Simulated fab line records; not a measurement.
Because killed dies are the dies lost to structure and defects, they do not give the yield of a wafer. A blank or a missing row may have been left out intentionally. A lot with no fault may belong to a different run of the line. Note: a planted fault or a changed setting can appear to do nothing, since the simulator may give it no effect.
Chamber matching    flow nand-harc    rie-diel-01 running NHARC_P_CONTACT_DESCUM_17: 4 sister chambers
The step chemistry O2, time 3 s. 18 wafers are shown with their chamber, then 9 later ones without.

WAFERS WITH THEIR CHAMBER
wafer   chamber  drypump-motor-current-A (A)  rf-vpp-V (V)  oes-product-au (a.u.)
L075.3  2        6.0                          58.1          1.005
L075.4  3        6.0                          55.9          0.992
L075.5  1        6.4                          57.2          1.004
L079.1  1        6.4                          55.5          1.010
L079.2  0        5.9                          58.6          1.003
L079.4  3        6.1                          58.1          1.001
L080.4  0        5.9                          58.8          0.990
L080.5  0        5.9                          58.9          0.999
L080.6  3        6.1                          58.8          1.001
L082.1  3        6.1                          58.2          1.000
L082.4  1        6.4                          56.5          1.010
L082.5  3        6.1                          58.2          1.000
L086.1  3        6.0                          58.0          0.992
L086.3  2        6.0                          58.5          0.997
L086.6  3        6.0                          57.4          0.994
L087.3  0        5.9                          57.3          0.995
L087.4  3        6.1                          57.3          0.999
L087.6  2        6.0                          57.9          0.999

SIGNATURES (means of the wafers above)
reading                  chamber 0  chamber 1  chamber 2  chamber 3  scatter within a chamber
drypump-motor-current-A  5.900      6.400      6.000      6.062      0.0366
rf-vpp-V                 58.400     56.400     58.167     57.737     0.79
oes-product-au           0.99675    1.00800    1.00033    0.99738    0.00434
Rule: for each reading, subtract the chamber's mean from the wafer's reading, divide by that reading's scatter and square the result; add these up over the readings and take the root, which gives the wafer's distance from the chamber. If the next closest chamber is less than 2 further off than the closest, the wafer can't be placed; otherwise it belongs to the closest. The scatter: take each reading less its chamber's mean, square it, sum over the shown wafers, divide by the number of wafers less the number of chambers, and take the root.

WAFERS WITH NO CHAMBER GIVEN
wafer   drypump-motor-current-A (A)  rf-vpp-V (V)  oes-product-au (a.u.)
L088.1  6.0                          57.2          0.998
L088.2  6.4                          57.3          1.013
L088.6  6.4                          56.7          0.998
L089.1  6.0                          58.5          1.002
L089.3  6.4                          57.6          1.015
L089.4  5.9                          58.3          0.989
L094.3  5.9                          57.9          0.997
L094.4  6.0                          55.5          0.996
L094.6  6.0                          59.3          0.997

WHICH CHAMBER EACH ONE RAN IN
wafer   from the rows above           in truth
L088.1  can't be placed: 2 or 3 or 0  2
L088.2  1                             1
L088.6  1                             1
L089.1  can't be placed: 2 or 3       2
L089.3  1                             1
L089.4  can't be placed: 0 or 2       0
L094.3  0                             0
L094.4  can't be placed: 3 or 2 or 0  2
L094.6  can't be placed: 2 or 3 or 0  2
Correct placement for 4 of the 9. Unplaceable from these rows: 5, with the true chamber sitting among the candidates in 5. Number placed wrongly: 0.
